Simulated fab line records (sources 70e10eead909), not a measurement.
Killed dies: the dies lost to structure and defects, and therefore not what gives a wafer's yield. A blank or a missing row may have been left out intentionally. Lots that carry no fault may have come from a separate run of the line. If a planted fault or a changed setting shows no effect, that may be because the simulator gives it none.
Which of the tools did it? | flow nand-harc | 33 wafers from 11 lots sampled at 6 of the route's 1302 steps

== WHAT THE GAUGES READ, wafer by wafer ==
NHARC_P_CONTACT_CD_MEAS_12: target cd 90 nm. Usual: 90.2 nm for cd-nm, sd 0.62.
lot  | measured     | on        | cd-nm (nm)     | flag
L934 | day 6 18:53  | cd-sem-03 | 89.0 89.9 89.2 |
L933 | day 6 19:17  | cd-sem-02 | 89.7 89.6 90.5 |
L935 | day 7 06:58  | cd-sem-01 | 90.5 90.9 90.1 |
L936 | day 7 11:29  | cd-sem-02 | 90.1 90.0 88.9 |
L938 | day 8 07:37  | cd-sem-02 | 89.8 90.5 91.6 |
L941 | day 9 19:49  | cd-sem-01 | 90.1 89.1 90.3 |
L943 | day 10 08:55 | cd-sem-03 | 95.6 95.3 95.8 | OFF
L952 | day 14 03:26 | cd-sem-02 | 90.1 90.6 90.7 |
L953 | day 14 15:26 | cd-sem-03 | 90.1 90.5 90.7 |
L954 | day 15 11:50 | cd-sem-03 | 90.8 91.1 90.8 |
L955 | day 15 13:48 | cd-sem-01 | 90.9 91.0 90.3 |

NHARC_P_CONTACT_CD_MEAS_19. Usual: 89.6 nm for cd-nm, sd 1.3.
lot  | measured     | on        | cd-nm (nm)     | flag
L934 | day 6 19:56  | cd-sem-03 | 89.6 90.6 87.6 |
L933 | day 6 20:24  | cd-sem-02 | 89.1 89.9 90.5 |
L935 | day 7 08:01  | cd-sem-02 | 88.5 93.3 88.5 |
L936 | day 7 12:33  | cd-sem-01 | 91.3 89.1 88.8 |
L938 | day 8 08:41  | cd-sem-03 | 89.3 90.3 93.5 |
L941 | day 9 20:52  | cd-sem-02 | 91.7 90.1 89.3 |
L943 | day 10 09:58 | cd-sem-02 | 93.0 94.0 93.9 | OFF
L952 | day 14 04:38 | cd-sem-03 | 88.1 90.7 90.4 |
L953 | day 14 16:30 | cd-sem-03 | 89.8 88.4 88.1 |
L954 | day 15 12:53 | cd-sem-02 | 90.7 91.4 90.3 |
L955 | day 15 14:52 | cd-sem-03 | 90.2 91.4 90.2 |

== WHAT TOOL EACH LOT RAN ON (gives the tool, then ch and the chambers of the sampled wafers, and finally the start) ==
lot  | NHARC_P_GATE_DESCUM_61             | NHARC_P_GATE_STRIP_113               | NHARC_P_CONTACT_EXPOSE_09          | NHARC_P_CONTACT_ETCH_31
L934 | rie-diel-05 ch 0,1,3, day 6 12:32  | plasma-asher-01 ch 0,1, day 6 14:50  | arfi-scanner-03 ch 0, day 6 18:45  | rie-diel-12 ch 1,2, day 6 19:56 or earlier
L933 | rie-diel-09 ch 0,1,2, day 6 13:02  | plasma-asher-02 ch 0,1, day 6 15:13  | arfi-scanner-01 ch 0, day 6 19:09  | rie-diel-04 ch 1,2,3, day 6 20:24 or earlier
L935 | rie-diel-05 ch 0,1,3, day 7 00:25  | plasma-asher-02 ch 0,1, day 7 02:56  | arfi-scanner-03 ch 0, day 7 06:49  | rie-diel-04 ch 1,3, day 7 08:01 or earlier
L936 | rie-diel-05 ch 0,1, day 7 05:16    | plasma-asher-01 ch 0,1, day 7 07:21  | arfi-scanner-02 ch 0, day 7 11:21  | rie-diel-13 ch 0,2,3, day 7 12:33 or earlier
L938 | rie-diel-08 ch 0,1,3, day 8 01:31  | plasma-asher-01 ch 0,1, day 8 03:28  | arfi-scanner-02 ch 0, day 8 07:29  | rie-diel-04 ch 0,1,3, day 8 08:41 or earlier
L941 | rie-diel-05 ch 0,2,3, day 9 13:24  | plasma-asher-01 ch 0,1, day 9 15:32  | arfi-scanner-03 ch 0, day 9 19:40  | rie-diel-13 ch 0,3, day 9 20:52 or earlier
L943 | rie-diel-05 ch 0,1,3, day 10 02:38 | plasma-asher-01 ch 0,1, day 10 05:02 | arfi-scanner-03 ch 0, day 10 08:46 | rie-diel-04 ch 1,2,3, day 10 09:58 or earlier
L952 | rie-diel-05 ch 1,2, day 13 20:55   | plasma-asher-02 ch 0,1, day 13 23:21 | arfi-scanner-03 ch 0, day 14 03:17 | rie-diel-12 ch 0,1,2, day 14 04:38 or earlier
L953 | rie-diel-05 ch 0,1,3, day 14 09:11 | plasma-asher-02 ch 0,1, day 14 11:17 | arfi-scanner-01 ch 0, day 14 15:18 | rie-diel-12 ch 0,1,3, day 14 16:30 or earlier
L954 | rie-diel-05 ch 0,1,2, day 15 05:30 | plasma-asher-01 ch 0,1, day 15 07:54 | arfi-scanner-02 ch 0, day 15 11:41 | rie-diel-04 ch 1,2,3, day 15 12:53 or earlier
L955 | rie-diel-08 ch 0,1, day 15 07:40   | plasma-asher-02 ch 0,1, day 15 10:00 | arfi-scanner-03 ch 0, day 15 13:40 | rie-diel-04 ch 1,2, day 15 14:52 or earlier
- NHARC_P_GATE_DESCUM_61: chemistry O2, time 3 s.
- NHARC_P_GATE_STRIP_113: strips in N2/H2, time 740 s.
- NHARC_P_CONTACT_EXPOSE_09: exposes mask P CA, target cd 90 nm.
- NHARC_P_CONTACT_ETCH_31: etches the open film in CH3F/O2, target depth 30 nm, time 85.7 s.

== AS READ BY THE TOOLS THEMSELVES (means over the sampled wafers that have a number; for cases with no such wafer, the mark the record gives instead) ==
NHARC_P_GATE_DESCUM_61. Usual: drypump-motor-current-A 5.6 A, standard deviation 0.51; oes-product-au 1.002 a.u., standard deviation 0.0094; rf-vpp-V 57.2 V, standard deviation 0.83; showerhead-plenum-p-Torr 1.81 Torr, standard deviation 0.036; throttle-valve-pct 11.312 %, standard deviation 0.0099.
lot  | tool        | drypump-motor-current-A (A) | oes-product-au (a.u.) | rf-vpp-V (V) | showerhead-plenum-p-Torr (Torr) | throttle-valve-pct (%) | flag
L934 | rie-diel-05 | 5.5                         | 1.005                 | 58.0         | 1.82                            | 11.309                 |
L933 | rie-diel-09 | 5.6                         | 0.994                 | 57.2         | 1.89                            | 11.311                 |
L935 | rie-diel-05 | 5.5                         | 1.005                 | 56.7         | 1.82                            | 11.323                 |
L936 | rie-diel-05 | 5.7                         | 0.992                 | 56.5         | 1.81                            | 11.306                 |
L938 | rie-diel-08 | 5.8                         | 1.005                 | 57.3         | 1.79                            | 11.311                 |
L941 | rie-diel-05 | 5.1                         | 1.003                 | 56.3         | 1.81                            | 11.299                 |
L943 | rie-diel-05 | 5.5                         | 0.999                 | 57.9         | 1.82                            | 11.308                 |
L952 | rie-diel-05 | 6.0                         | 1.012                 | 57.9         | 1.83                            | 11.310                 |
L953 | rie-diel-05 | 5.5                         | 1.003                 | 57.4         | 1.82                            | 11.312                 |
L954 | rie-diel-05 | 5.6                         | 1.003                 | 57.2         | 1.80                            | 11.313                 |
L955 | rie-diel-08 | 6.0                         | 0.991                 | 57.5         | 1.79                            | 11.321                 |

NHARC_P_GATE_STRIP_113. Usual: drypump-motor-current-A 6.0 A, standard deviation 0.64; heater-power-w 86 W, standard deviation 4.4.
lot  | tool            | drypump-motor-current-A (A) | heater-power-w (W) | flag
L934 | plasma-asher-01 | 5.5                         | 85                 |
L933 | plasma-asher-02 | 6.5                         | 90                 |
L935 | plasma-asher-02 | 6.5                         | 90                 |
L936 | plasma-asher-01 | 5.8                         | 89                 |
L938 | plasma-asher-01 | 5.4                         | 85                 |
L941 | plasma-asher-01 | 5.8                         | 83                 |
L943 | plasma-asher-01 | 5.8                         | 83                 |
L952 | plasma-asher-02 | 6.6                         | 89                 |
L953 | plasma-asher-02 | 6.6                         | 90                 |
L954 | plasma-asher-01 | 5.8                         | 82                 |
L955 | plasma-asher-02 | 6.6                         | 89                 |

NHARC_P_CONTACT_EXPOSE_09. Usual: 23.02 C for reticle-temp-C, sd 0.1.
lot  | tool            | reticle-temp-C (C) | flag
L934 | arfi-scanner-03 | 22.92              |
L933 | arfi-scanner-01 | 23.16              |
L935 | arfi-scanner-03 | 23.11              |
L936 | arfi-scanner-02 | 22.97              |
L938 | arfi-scanner-02 | 23.12              |
L941 | arfi-scanner-03 | 22.97              |
L943 | arfi-scanner-03 | 23.00              |
L952 | arfi-scanner-03 | 22.94              |
L953 | arfi-scanner-01 | 23.01              |
L954 | arfi-scanner-02 | 23.02              |
L955 | arfi-scanner-03 | 23.11              |

NHARC_P_CONTACT_ETCH_31. Usual: drypump-motor-current-A 5.7 A, standard deviation 0.51; oes-product-au 0.980 a.u., standard deviation 0.014; rf-vpp-V 244.5 V, standard deviation 1.7; showerhead-plenum-p-Torr 2.47 Torr, standard deviation 0.1; throttle-valve-pct 20.664 %, standard deviation 0.0093.
lot  | tool        | drypump-motor-current-A (A) | oes-product-au (a.u.) | rf-vpp-V (V) | showerhead-plenum-p-Torr (Torr) | throttle-valve-pct (%) | flag
L934 | rie-diel-12 | 6.0                         | 0.982                 | 245.1        | 2.49                            | 20.658                 |
L933 | rie-diel-04 | 5.7                         | 0.990                 | 245.0        | 2.55                            | 20.661                 |
L935 | rie-diel-04 | 5.7                         | 0.993                 | 246.0        | 2.60                            | 20.662                 |
L936 | rie-diel-13 | 5.2                         | 0.975                 | 242.4        | 2.34                            | 20.672                 |
L938 | rie-diel-04 | 6.0                         | 0.976                 | 246.2        | 2.59                            | 20.654                 |
L941 | rie-diel-13 | 5.4                         | 0.966                 | 242.2        | 2.34                            | 20.656                 |
L943 | rie-diel-04 | 5.6                         | 0.988                 | 246.8        | 2.55                            | 20.658                 |
L952 | rie-diel-12 | 5.9                         | 0.984                 | 244.4        | 2.44                            | 20.664                 |
L953 | rie-diel-12 | 5.5                         | 0.958                 | 243.3        | 2.42                            | 20.673                 |
L954 | rie-diel-04 | 5.7                         | 0.988                 | 245.1        | 2.54                            | 20.668                 |
L955 | rie-diel-04 | 5.6                         | 1.005                 | 244.3        | 2.50                            | 20.653                 |

== THE ANSWER, worked out from the rows above alone ==
Rule: a lot counts as off when the mean over its wafers that have a number is more than 3 standard deviations away from the usual mean. A lot without any number at a reading at which 4 lots or more have one is off too. The other lots that the step has rows for count as sound. After the gauges, taken in route order, come the tools' own readings; for these a lot's mean is taken, as printed above. The first step at which some lot is off is used, and at that step the reading that is off furthest; a lot without a number counts as furthest.
Off, at NHARC_P_CONTACT_CD_MEAS_12 on cd-nm: L943.
If a tool, at a process step before that reading, ran all the lots that are off and no sound lot after the first of them, it fits. Not tried: the gauges at NHARC_P_CONTACT_CD_MEAS_12; whatever is off there is also off at NHARC_P_CONTACT_CD_MEAS_19, on other tools, and gauge error can't account for it. Not one of the candidates tried fits.

== WHAT HAD BEEN PUT IN BY THE SIMULATOR ==
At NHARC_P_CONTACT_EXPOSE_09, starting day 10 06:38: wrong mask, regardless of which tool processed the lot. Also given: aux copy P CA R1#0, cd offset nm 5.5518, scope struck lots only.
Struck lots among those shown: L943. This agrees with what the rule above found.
